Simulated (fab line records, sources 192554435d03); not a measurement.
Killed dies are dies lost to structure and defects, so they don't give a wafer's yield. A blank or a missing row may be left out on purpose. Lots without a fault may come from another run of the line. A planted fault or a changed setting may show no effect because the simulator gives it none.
fab line records | flow n5_finfet
record lots=7 wafers=39
route steps=1938 shown BEOL_M8@1377 BEOL_M10@1526 BEOL_M13@1706
start_h: hours from the record's first day to the start of the lot's first wafer shown | wait_h: hours since the lot's step before | " the same as in the row above | L1.1+2: a row that stands for several wafers | - no value, or no start given | * or withheld: withheld | < > ~ a bound
route shown NAME@n: a module of which the file shows steps, and the number in the route of the first | usual: mean/standard deviation of fault-free wafers | same: alike in all rows | chamber/n: place in a boat | sites: the reading at each site | _std_site: their standard deviation | _edge_site: outer sites' mean less inner sites' | radius_mm: how far each site lies from the wafer's centre | mask NAME#n: copy n | behind: the tool/chamber that last shaped the wafer | hold: why the lot was held/for how many hours/how that ended | device: the transistor (n, p or np) that didn't switch | end of line: the same wafers' tests at the end of the route | a step without rows: its recipe alone | killed: dies lost to structure and defects at the first sort, not the wafer's yield | map: a wafer's dies, x killed, . not, _ none there
set.NAME: the setting as run; set.NAME@STEP: as run at that earlier step | model.NAME: the simulator's own value behind a step, which no gauge read
lots whose settings were changed on purpose; a table a step, a row a wafer
## steps
# step N5_BEOL_M8_TRENCH_ETCH_37
# recipe chemistry=C4F6/O2 target_depth_a=934.78 target=SiCOH_lowk time_s=31.2 ion_energy_ev=250 pressure_mtorr=30 source_w=345 bias_w=185 Ar_flow_sccm=300 C4F6_flow_sccm=10 O2_flow_sccm=10
# columns lot.wafer tool chamber start_h wait_h set.target_depth_a model.etch.depth_nm model.BEOL_M8.feature_depth_nm model.TiN_of_BEOL_M8_HM_DEP_02.thk_nm
L079.1 rie_diel-03 2 - - 563 55.23 55.2 18.2
L079.2 " 0 " " 563 55.93 56 18.6
L079.3 " 3 " " 563 56.38 56.4 18.4
L079.4 " 3 " " 934.78 92.77 92.8 17.4
L079.5 " 2 " " 934.78 91.62 91.6 17
L079.6 " 0 " " 934.78 93.99 94 17.4
L081.1 rie_diel-01 2 - - 934.78 90.61 90.6 17.8
L081.2 " 0 " " 1195 118.5 118.6 16.8
L081.3 " 3 " " 934.78 94.44 94.4 17.4
L081.4 " 1 " " 934.78 94.65 94.6 17.2
L081.5 " 0 " " 1195 118 118 16.6
L081.6 " 3 " " 1195 121.1 121 16.4
L080.1 rie_diel-03 1 - - 934.78 92.87 92.8 17.6
L080.2 " 0 " " 934.78 93.06 93 17.4
L080.3 " 2 " " 694 68.33 68.4 18.2
L080.4 " 3 " " 934.78 93.42 93.4 17.2
L080.5 " 1 " " 694 68.63 68.6 18.2
L080.6 " 2 " " 694 68.5 68.6 18
L086.1 rie_diel-06 1 - - 934.78 92.69 92.6 17.4
L086.2 " 3 " " 934.78 91.83 91.8 17.4
L086.3 " 0 " " 1478 145.1 145 15.6
L086.4 " 2 " " 934.78 94.09 94 17.4
L086.5 " 3 " " 1478 144 144 16
L086.6 " 0 " " 1478 146.2 146.2 15.6
L091.1 rie_diel-01 2 - - 628.9 61.18 61.2 17.8
L091.2 " 1 " " 628.9 63.66 63.6 17.8
L091.3 " 3 " " 934.78 94.41 94.4 16.8
L091.4 " 2 " " 628.9 61.38 61.4 17.6
L091.5 " 3 " " 934.78 94.17 94.2 17
L091.6 " 1 " " 934.78 93.33 93.4 17.2
L093.1 rie_diel-06 0 - - 934.78 92.59 92.6 17.2
L093.5 " 2 " " 934.78 95.47 95.4 17.2
L093.6 " 3 " " 934.78 92.57 92.6 17.4
L096.1 rie_diel-01 1 - - 651.1 64.98 65 18.2
L096.2 " 0 " " 934.78 96.73 96.8 17.2
L096.3 " 3 " " 934.78 93.53 93.6 17.2
L096.4 " 2 " " 934.78 90.48 90.4 17.2
L096.5 " 1 " " 651.1 64.44 64.4 18.2
L096.6 " 0 " " 651.1 67.72 67.8 17.8
# step N5_BEOL_M8_ETCH_41
# recipe chemistry=CH3F/O2 target=SiCN target_depth_a=319 taper_deg=2 time_s=57.8 ion_energy_ev=120 mask_material=TiN pressure_mtorr=30 source_w=395 bias_w=75 Ar_flow_sccm=150 CH3F_flow_sccm=30 O2_flow_sccm=20
# step N5_BEOL_M8_STRIP_80
# recipe chemistry=N2/H2 time_s=10 power_w=450 temp_c=40 pressure_mtorr=20 rf_frequency_hz=6e+07 bias_power_w=7 n2_flow_sccm=200 h2_flow_sccm=200
# step N5_BEOL_M8_OCD_MEAS_38
# usual trench_depth_nm=93.2/1.6
# columns lot.wafer tool chamber start_h wait_h set.target_depth_a@BEOL_M8_TRENCH_ETCH_37 trench_depth_nm
L079.1 ocd-02 - 217.45 - 563 55.0
L079.2 " - " " 563 56.1
L079.3 " - " " 563 56.6
L079.4 " - " " 934.78 92.9
L079.5 " - " " 934.78 91.4
L079.6 " - " " 934.78 94.3
L081.1 ocd-01 - 232.36 - 934.78 91.0
L081.2 " - " " 1195 118.1
L081.3 " - " " 934.78 94.8
L081.4 " - " " 934.78 94.5
L081.5 " - " " 1195 117.6
L081.6 " - " " 1195 120.9
L080.1 ocd-01 - 232.80 - 934.78 92.5
L080.2 " - " " 934.78 93.6
L080.3 " - " " 694 67.7
L080.4 " - " " 934.78 93.2
L080.5 " - " " 694 68.5
L080.6 " - " " 694 68.4
L086.1 ocd-02 - 267.38 - 934.78 92.7
L086.2 " - " " 934.78 91.5
L086.3 " - " " 1478 145.2
L086.4 " - " " 934.78 93.3
L086.5 " - " " 1478 144.4
L086.6 " - " " 1478 146.2
L091.1 ocd-01 - 300.72 - 628.9 60.8
L091.2 " - " " 628.9 63.8
L091.3 " - " " 934.78 94.2
L091.4 " - " " 628.9 61.8
L091.5 " - " " 934.78 94.3
L091.6 " - " " 934.78 93.0
L093.1 ocd-02 - 301.51 - 934.78 92.5
L093.5 " - " " 934.78 96.0
L093.6 " - " " 934.78 92.9
L096.1 ocd-01 - 333.13 - 651.1 64.6
L096.2 " - " " 934.78 96.7
L096.3 " - " " 934.78 94.0
L096.4 " - " " 934.78 90.7
L096.5 " - " " 651.1 64.0
L096.6 " - " " 651.1 67.8
# step N5_BEOL_M8_HM_STRIP_39
# recipe chemistry=peroxide_tin_strip material=TiN target_depth_a=250 temp_c=50 time_s=158
# step N5_BEOL_M8_SRD_40
# recipe time_s=30 temp_c=23 rinse_liquid=diw dry=ipa_marangoni
# step N5_BEOL_M8_ECD_50
# recipe material=Cu target_thk_a=3000
# step N5_BEOL_M8_ANNEAL_51
# recipe temp_c=225 time_s=90 ambient=N2
# step N5_BEOL_M8_CMP_52
# recipe stop_on=SiCOH_lowk t_overpolish_s=6.9 down_force_psi=1 platen_rpm=50 clearing_platen_down_force_psi=1.5 clearing_platen_rpm=50 post_cmp_clean=cu_alkaline target_thk_nm=80 clearing_platen_pad_velocity_m_s=0.99484 pad_velocity_m_s=0.99484
# columns lot.wafer tool chamber start_h wait_h set.target_depth_a@BEOL_M8_TRENCH_ETCH_37 model.Cu_of_BEOL_M8_ECD_50.thk_nm
L079.3 cmp-03 2 219.52 0.2 563 41.8
L079.2 " 3 " " 563 41.2
L079.1 " 0 " " 563 42.6
L079.4 " 1 " " 934.78 78.8
L079.5 " 2 " " 934.78 77.2
L079.6 " 3 " " 934.78 79.6
L081.3 cmp-01 2 234.91 0.2 934.78 82
L081.2 " 3 " " 1195 106
L081.4 " 0 " " 934.78 81.8
L081.1 " 1 " " 934.78 77
L081.5 " 2 " " 1195 104.8
L081.6 " 3 " " 1195 107.8
L080.2+4 cmp-01 0,2 235.47 0.2 934.78 78
L080.1 " 1 " " 934.78 77.8
L080.3 " 3 " " 694 53.4
L080.6 " 0 " " 694 53.2
L080.5 " 1 " " 694 54.8
L086.4 cmp-04 1 270.61 0.1 934.78 79.6
L086.2 " 2 " " 934.78 77.8
L086.1 " 3 " " 934.78 79.4
L086.3 " 0 " " 1478 133
L086.5 " 1 " " 1478 130.6
L086.6 " 2 " " 1478 131.8
L091.4 cmp-03 1 302.93 0.1 628.9 47.6
L091.2 " 2 " " 628.9 47.4
L091.1 " 3 " " 628.9 45.8
L091.3 " 0 " " 934.78 81
L091.6 " 1 " " 934.78 77.2
L091.5 " 2 " " 934.78 79
L093.1 cmp-04 3 305.35 0.3 934.78 80
L093.5 " 1 " " 934.78 83.2
L093.6 " 2 " " 934.78 78.6
L096.4 cmp-03 1 337.02 0.1 934.78 77.6
L096.2 " 2 " " 934.78 85.2
L096.3 " 3 " " 934.78 81.4
L096.1 " 0 " " 651.1 56
L096.6 " 1 " " 651.1 54.2
L096.5 " 2 " " 651.1 52.2
# step N5_BEOL_M8_THK_MEAS_53
# recipe thk_meas_gauge=xrf reads=Cu_of_BEOL_M8_ECD_50
# usual M8_THK=80.7/2.2
# columns lot.wafer tool chamber start_h wait_h set.target_depth_a@BEOL_M8_TRENCH_ETCH_37 M8_THK[nm]
L079.1 film_metro-02 - 219.82 - 563 43.1
L079.2 " - " " 563 41.7
L079.3 " - " " 563 42.5
L079.4 " - " " 934.78 79.8
L079.5 " - " " 934.78 77.8
L079.6 " - " " 934.78 80.5
L081.1 film_metro-01 - 235.21 - 934.78 77.7
L081.2 " - " " 1195 107.1
L081.3 " - " " 934.78 82.5
L081.4 " - " " 934.78 82.0
L081.5 " - " " 1195 105.1
L081.6 " - " " 1195 108.3
L080.1 film_metro-01 - 235.76 - 934.78 79.0
L080.2 " - " " 934.78 78.8
L080.3 " - " " 694 54.1
L080.4 " - " " 934.78 78.7
L080.5 " - " " 694 55.5
L080.6 " - " " 694 53.9
L086.1 film_metro-01 - 270.90 - 934.78 80.0
L086.2 " - " " 934.78 78.4
L086.3 " - " " 1478 134.2
L086.4 " - " " 934.78 80.3
L086.5 " - " " 1478 132.4
L086.6 " - " " 1478 133.2
L091.1 film_metro-02 - 303.23 - 628.9 46.7
L091.2 " - " " 628.9 48.3
L091.3 " - " " 934.78 82.7
L091.4 " - " " 628.9 48.2
L091.5 " - " " 934.78 80.7
L091.6 " - " " 934.78 79.1
L093.1 film_metro-02 - 305.57 - 934.78 80.2
L093.5 " - " " 934.78 83.4
L093.6 " - " " 934.78 78.9
L096.1 film_metro-01 - 337.31 - 651.1 57.5
L096.2 " - " " 934.78 87.7
L096.3 " - " " 934.78 83.8
L096.4 " - " " 934.78 79.5
L096.5 " - " " 651.1 53.6
L096.6 " - " " 651.1 55.7
# step N5_BEOL_M8_PRE_CLEAN_55
# recipe gas=NH3 time_s=15 temp_c=withheld rf_power_w=300
# step N5_BEOL_M8_DEP_56
# recipe material=SiCN target_thk_a=100 temp_c=withheld precursor=3MS/NH3 pressure_torr=3 rf_w=202 time_s=17.5
# step N5_BEOL_M8_RS_MEAS_57
# recipe thk_meas_gauge=four-point-probe reads=Cu_of_BEOL_M8_ECD_50+Co_of_BEOL_M8_CVD_78+TaN_of_BEOL_M8_ALD_77
# usual M8_RS=0.287/0.0087
# columns lot.wafer tool chamber start_h wait_h set.target_depth_a@BEOL_M8_TRENCH_ETCH_37 M8_RS[ohm/sq]
L079.1 film_metro-01 - 219.95 0.1 563 0.620
L079.2 " - " " 563 0.648
L079.3 " - " " 563 0.634
L079.4 " - " " 934.78 0.291
L079.5 " - " " 934.78 0.297
L079.6 " - " " 934.78 0.288
L081.1 film_metro-01 - 235.34 0.1 934.78 0.298
L081.2 " - " " 1195 0.206
L081.3 " - " " 934.78 0.277
L081.4 " - " " 934.78 0.277
L081.5 " - " " 1195 0.209
L081.6 " - " " 1195 0.202
L080.1 film_metro-02 - 235.90 0.1 934.78 0.295
L080.2 " - " " 934.78 0.295
L080.3 " - " " 694 0.465
L080.4 " - " " 934.78 0.295
L080.5 " - " " 694 0.450
L080.6 " - " " 694 0.467
L086.1 film_metro-01 - 271.03 0.1 934.78 0.289
L086.2 " - " " 934.78 0.296
L086.3 " - " " 1478 0.160
L086.4 " - " " 934.78 0.287
L086.5 " - " " 1478 0.163
L086.6 " - " " 1478 0.162
L091.1 film_metro-02 - 303.39 0.1 628.9 0.566
L091.2 " - " " 628.9 0.541
L091.3 " - " " 934.78 0.282
L091.4 " - " " 628.9 0.540
L091.5 " - " " 934.78 0.290
L091.6 " - " " 934.78 0.298
L093.1 film_metro-01 - 305.70 0.1 934.78 0.285
L093.5 " - " " 934.78 0.272
L093.6 " - " " 934.78 0.291
L096.1 film_metro-02 - 337.44 0.1 651.1 0.440
L096.2 " - " " 934.78 0.265
L096.3 " - " " 934.78 0.280
L096.4 " - " " 934.78 0.296
L096.5 " - " " 651.1 0.479
L096.6 " - " " 651.1 0.456
# step N5_BEOL_M10_CVD_75
# recipe material=Co target_thk_a=20 temp_c=withheld precursor=CCTBA/H2 pressure_torr=30 time_s=138.9
# columns lot.wafer tool chamber start_h wait_h set.target_thk_a model.Co_of_BEOL_M10_CVD_75.thk_nm
L079.1+2+6 cvd_co-01 0,2,0 233.31 0.3 20 2
L079.3+4 " 1,2 " " 25.23 2.4
L079.5 " 1 " " 25.23 2.6
L081.1+3+6 cvd_co-02 2,1,2 253.16 0.0 20 2.2
L081.2+4+5 " 0,1,0 " " 27.23 2.8
L080.1+5+6 cvd_co-02 0,1,2 253.25 0.0 11.23 1.2
L080.2+3+4 " 1,2,0 " " 20 2
L086.1+3 cvd_co-02 0,2 287.08 0.0 24.61 2.4
L086.2 " 1 " " 20 1.8
L086.4+6 " 0,1 " " 20 2
L086.5 " 2 " " 24.61 2.6
L091.1+3+6 cvd_co-02 1,2,1 320.14 0.0 20 2.2
L091.2+4+5 " 0,0,2 " " 24.91 2.6
L093.1+6 cvd_co-01 0,2 320.94 0.1 20 2.2
L093.5 " 0 " " 20 2
L096.1+4 cvd_co-02 0,2 351.12 0.3 30.18 3
L096.2+6 " 2,1 " " 20 2
L096.3 " 1 " " 20 2.2
L096.5 " 0 " " 30.18 3.2
# step N5_BEOL_M13_SPUTTER_44
# recipe material=Ta target_thk_a=100 temp_c=50 bias_v=80 power_w=15000 chamber_pressure_pa=0.07 time_s=16.13
# columns lot.wafer tool chamber start_h wait_h set.target_thk_a model.Ta_of_BEOL_M13_SPUTTER_44.thk_nm
L079.1 pvd_sputter-02 - 252.66 0.0 100 9.8
L079.2+3+4+5+6 " - " " 100 10
L081.1 pvd_sputter-03 - 270.62 0.0 65.24 6.6
L081.2+4 " - " " 65.24 6.4
L081.3 " - " " 100 9.8
L081.5 " - " " 100 10.2
L081.6 " - " " 100 10
L080.1+2+4+5+6 pvd_sputter-01 - 278.28 0.0 100 10
L080.3 " - " " 100 9.8
L086.1+2+6 pvd_sputter-03 - 305.80 0.0 153.8 15.4
L086.3+4+5 " - " " 100 10.2
L091.1+5 pvd_sputter-02 - 339.04 0.0 81.11 8
L091.2+6 " - " " 100 10
L091.3 " - " " 100 10.2
L091.4 " - " " 81.11 8.2
L093.1+5+6 pvd_sputter-01 - 339.69 0.0 100 9.8
L096.1+3 pvd_sputter-01 - 368.24 0.0 100 10
L096.2 " - " " 100 9.8
L096.4 " - " " 43.51 4
L096.5+6 " - " " 43.51 4.2
# step N5_BEOL_M13_SPUTTER_45
# recipe material=Cu target_thk_a=800 temp_c=-20 bias_v=60 power_w=26000 chamber_pressure_pa=0.13 time_s=13.33
# step N5_BEOL_M13_ECD_47
# recipe material=Cu target_thk_a=9360
# step N5_BEOL_M13_ANNEAL_48
# recipe temp_c=225 time_s=90 ambient=N2
# step N5_BEOL_M13_CMP_49
# recipe stop_on=SiOC t_overpolish_s=17.1 down_force_psi=1 platen_rpm=50 clearing_platen_down_force_psi=1.5 clearing_platen_rpm=50 post_cmp_clean=cu_alkaline target_thk_nm=420 clearing_platen_pad_velocity_m_s=0.99484 pad_velocity_m_s=0.99484
# usual barrier_field_endpoint_s=30.4/0.82
# columns lot.wafer tool chamber start_h wait_h set.target_thk_a@BEOL_M13_SPUTTER_44 barrier_field_endpoint_s
L079.2 cmp-04 0 253.32 0.2 100 30.4
L079.4 " 1 " " 100 29.5
L079.1 " 2 " " 100 30.2
L079.3 " 3 " " 100 30.4
L079.5 " 0 " " 100 30.7
L079.6 " 1 " " 100 29.5
L081.4 cmp-04 2 271.29 0.1 65.24 24.9
L081.1 " 3 " " 65.24 26.0
L081.3 " 0 " " 100 30.0
L081.2 " 1 " " 65.24 25.5
L081.5 " 2 " " 100 29.1
L081.6 " 3 " " 100 29.8
L080.2 cmp-02 1 278.94 0.2 100 28.4
L080.1 " 2 " " 100 28.5
L080.4 " 3 " " 100 29.4
L080.3 " 0 " " 100 28.7
L080.5 " 1 " " 100 28.8
L080.6 " 2 " " 100 28.1
L086.1 cmp-01 3 306.46 0.3 153.8 37.9
L086.2 " 0 " " 153.8 36.5
L086.3 " 1 " " 100 30.1
L086.4 " 2 " " 100 31.1
L086.6 " 3 " " 153.8 37.1
L086.5 " 0 " " 100 31.1
L091.3 cmp-02 1 339.69 0.2 100 30.6
L091.2 " 2 " " 100 30.6
L091.4 " 3 " " 81.11 28.5
L091.1 " 0 " " 81.11 28.2
L091.6 " 1 " " 100 30.5
L091.5 " 2 " " 81.11 28.4
L093.1 cmp-01 2 340.76 0.4 100 30.4
L093.6 " 3 " " 100 30.5
L093.5 " 0 " " 100 30.6
L096.1 cmp-02 3 368.90 0.3 100 30.6
L096.2 " 0 " " 100 29.7
L096.4 " 1 " " 43.51 22.6
L096.3 " 2 " " 100 29.5
L096.6 " 3 " " 43.51 23.0
L096.5 " 0 " " 43.51 23.0
## key
split step=N5_BEOL_M8_TRENCH_ETCH_37 setting=target_depth_a stated=934.78 by=wafer
response step=N5_BEOL_M8_TRENCH_ETCH_37 reading=model.etch.depth_nm change=+0.924 per=1% r=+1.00
response step=N5_BEOL_M8_TRENCH_ETCH_37 reading=model.BEOL_M8.feature_depth_nm change=+0.924 per=1% r=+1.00
response step=N5_BEOL_M8_TRENCH_ETCH_37 reading=model.TiN_of_BEOL_M8_HM_DEP_02.thk_nm change=-0.028 per=1% r=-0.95
response step=N5_BEOL_M8_OCD_MEAS_38 reading=trench_depth_nm change=+0.928 per=1% r=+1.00
response step=N5_BEOL_M8_CMP_52 reading=model.Cu_of_BEOL_M8_ECD_50.thk_nm change=+0.924 per=1% r=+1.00
response step=N5_BEOL_M8_THK_MEAS_53 reading=M8_THK change=+0.939 per=1% r=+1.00
response step=N5_BEOL_M8_RS_MEAS_57 reading=M8_RS shape=bent at_lowest=0.634 at_stated=0.288 at_highest=0.162
split step=N5_BEOL_M10_CVD_75 setting=target_thk_a stated=20 by=wafer
response step=N5_BEOL_M10_CVD_75 reading=model.Co_of_BEOL_M10_CVD_75.thk_nm change=+0.0186 per=1% r=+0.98
split step=N5_BEOL_M13_SPUTTER_44 setting=target_thk_a stated=100 by=wafer
response step=N5_BEOL_M13_SPUTTER_44 reading=model.Ta_of_BEOL_M13_SPUTTER_44.thk_nm change=+0.1 per=1% r=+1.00
response step=N5_BEOL_M13_CMP_49 reading=barrier_field_endpoint_s change=+0.122 per=1% r=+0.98
